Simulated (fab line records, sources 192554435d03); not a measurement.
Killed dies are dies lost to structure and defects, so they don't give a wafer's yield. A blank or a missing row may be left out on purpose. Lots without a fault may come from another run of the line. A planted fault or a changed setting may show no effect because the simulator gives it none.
Which tool did it? | flow n5_finfet | 24 lots, 72 wafers sampled, at 3 steps of a route of 1938

WHAT THE GAUGES READ, wafer by wafer
N5_BEOL_M10_INSPECT_58: inspects for defects (darkfield). Usual: raw_defect_count 64, standard deviation 20.
lot  | measured     | on                | raw_defect_count | flag
L074 | day 10 16:37 | defect_inspect-02 | 37 46 75         |
L075 | day 10 19:54 | defect_inspect-02 | 38 76 95         |
L076 | day 10 19:58 | defect_inspect-01 | 65 59 102        |
L077 | day 11 00:48 | defect_inspect-01 | 63 70 90         |
L078 | day 11 13:30 | defect_inspect-02 | 69 48 66         |
L079 | day 11 22:02 | defect_inspect-02 | 78 109 60        |
L081 | day 12 07:16 | defect_inspect-01 | 68 42 68         |
L080 | day 12 13:54 | defect_inspect-01 | 77 40 33         |
L082 | day 12 14:58 | defect_inspect-01 | 34 31 97         |
L083 | day 13 02:58 | defect_inspect-02 | 56 58 80         |
L084 | day 13 08:40 | defect_inspect-01 | 49 36 61         |
L085 | day 13 09:40 | defect_inspect-01 | 46 33 29         |
L086 | day 13 19:05 | defect_inspect-02 | 43 57 53         |
L087 | day 13 23:44 | defect_inspect-01 | 48 75 74         |
L089 | day 14 11:17 | defect_inspect-01 | 120 72 47        |
L091 | day 14 16:07 | defect_inspect-02 | 76 79 71         |
L090 | day 14 17:05 | defect_inspect-02 | 73 89 65         |
L088 | day 15 03:14 | defect_inspect-01 | 50 46 80         |
L092 | day 15 06:59 | defect_inspect-02 | 57 37 50         |
L095 | day 15 11:03 | defect_inspect-01 | 77 108 87        |
L094 | day 16 00:49 | defect_inspect-02 | 79 77 82         |
L093 | day 16 11:58 | defect_inspect-02 | 63 45 40         |
L096 | day 16 19:58 | defect_inspect-02 | 66 96 56         |
L097 | day 17 12:08 | defect_inspect-01 | 32 53 38         |

N5_BEOL_M11_OVL_MEAS_12. Usual: M11_OVL 0.0 nm, standard deviation 0.86.
lot  | measured     | on         | M11_OVL (nm)   | flag
L074 | day 10 18:53 | overlay-02 | -0.1 1.0 -0.3  |
L075 | day 10 23:31 | overlay-01 | -0.6 -0.2 -0.5 |
L076 | day 10 23:40 | overlay-02 | 0.3 -0.2 1.8   |
L077 | day 11 03:44 | overlay-02 | -1.5 -0.6 -0.6 |
L078 | day 11 15:17 | overlay-01 | 2.0 1.7 1.5    |
L079 | day 11 23:29 | overlay-02 | 0.4 0.8 1.6    |
L081 | day 12 09:15 | overlay-02 | -0.8 0.1 0.3   |
L080 | day 12 15:10 | overlay-01 | -0.6 1.0 -0.3  |
L082 | day 12 17:56 | overlay-01 | 1.0 0.3 0.9    |
L083 | day 13 06:37 | overlay-01 | 0.0 -0.6 0.3   |
L084 | day 13 10:22 | overlay-02 | -0.1 -1.1 -1.3 |
L085 | day 13 11:11 | overlay-02 | 0.0 -0.1 -2.3  |
L086 | day 13 22:24 | overlay-01 | -0.3 0.1 0.0   |
L087 | day 14 01:47 | overlay-02 | 0.7 0.8 0.0    |
L089 | day 14 14:30 | overlay-01 | -1.5 0.7 -1.0  |
L091 | day 14 18:25 | overlay-01 | -0.7 -1.0 -1.3 |
L090 | day 14 19:07 | overlay-01 | 0.1 0.6 0.5    |
L088 | day 15 05:11 | overlay-02 | 0.4 -0.5 0.5   |
L092 | day 15 10:14 | overlay-01 | -0.2 -0.3 0.4  |
L095 | day 15 14:01 | overlay-02 | 0.4 0.7 0.8    |
L094 | day 16 02:52 | overlay-02 | -0.7 -1.1 0.1  |
L093 | day 16 14:42 | overlay-02 | 1.0 0.7 0.3    |
L096 | day 16 22:57 | overlay-01 | 1.7 2.1 1.7    |
L097 | day 17 15:01 | overlay-02 | 0.4 -0.3 -0.8  |

N5_BEOL_M11_OCD_MEAS_38. Usual: trench_depth_nm 148 nm, standard deviation 3.2.
lot  | measured     | on     | trench_depth_nm (nm) | flag
L074 | day 10 22:34 | ocd-01 | 142 148 145          |
L075 | day 11 03:06 | ocd-02 | 148 147 152          |
L076 | day 11 02:56 | ocd-02 | 150 147 147          |
L077 | day 11 07:00 | ocd-02 | 145 141 146          |
L078 | day 11 17:28 | ocd-02 | 147 145 145          |
L079 | day 12 02:50 | ocd-02 | 147 148 145          |
L081 | day 12 11:54 | ocd-01 | 153 147 148          |
L080 | day 12 17:01 | ocd-01 | 146 151 151          |
L082 | day 12 21:44 | ocd-01 | 146 144 146          |
L083 | day 13 08:31 | ocd-01 | 154 150 151          |
L084 | day 13 12:46 | ocd-01 | 151 142 150          |
L085 | day 13 13:14 | ocd-02 | 150 152 152          |
L086 | day 14 00:26 | ocd-01 | 142 150 144          |
L087 | day 14 04:50 | ocd-02 | 147 147 149          |
L089 | day 14 17:16 | ocd-01 | 143 147 148          |
L091 | day 14 23:18 | ocd-02 | 150 150 151          |
L090 | day 15 00:11 | ocd-01 | 147 142 145          |
L088 | day 15 09:38 | ocd-01 | 146 147 152          |
L092 | day 15 13:35 | ocd-02 | 146 140 147          |
L095 | day 15 16:24 | ocd-02 | 152 149 154          |
L094 | day 16 04:55 | ocd-02 | 144 147 145          |
L093 | day 16 19:47 | ocd-01 | 147 152 151          |
L096 | day 17 01:35 | ocd-02 | 148 150 147          |
L097 | day 17 16:43 | ocd-01 | 146 147 152          |

WHICH TOOL RAN EACH LOT (tool, then ch and the chambers of the sampled wafers, then the start)
The record holds no process step before these readings.

WHAT THE TOOLS THEMSELVES READ (means of the sampled wafers that have a number; where no wafer has one, the mark that the record gives instead)
The record holds no such reading with a usual standard deviation.

THE ANSWER, worked out from the rows above alone
Rule: a lot is off if the mean of its wafers that have a number lies more than 3 standard deviations from the usual mean. A lot without any number at a reading at which 4 lots or more have one is off too. The other lots that the step has rows for count as sound. The gauges are gone through in route order, then the tools' own readings, and for those a lot's mean is taken as printed above. The first step at which some lot is off is used, and at that step the reading that is off furthest; a lot without a number counts as furthest.
No lot is off at any reading shown: from this, nothing can be told.

WHAT THE SIMULATOR HAD PUT IN
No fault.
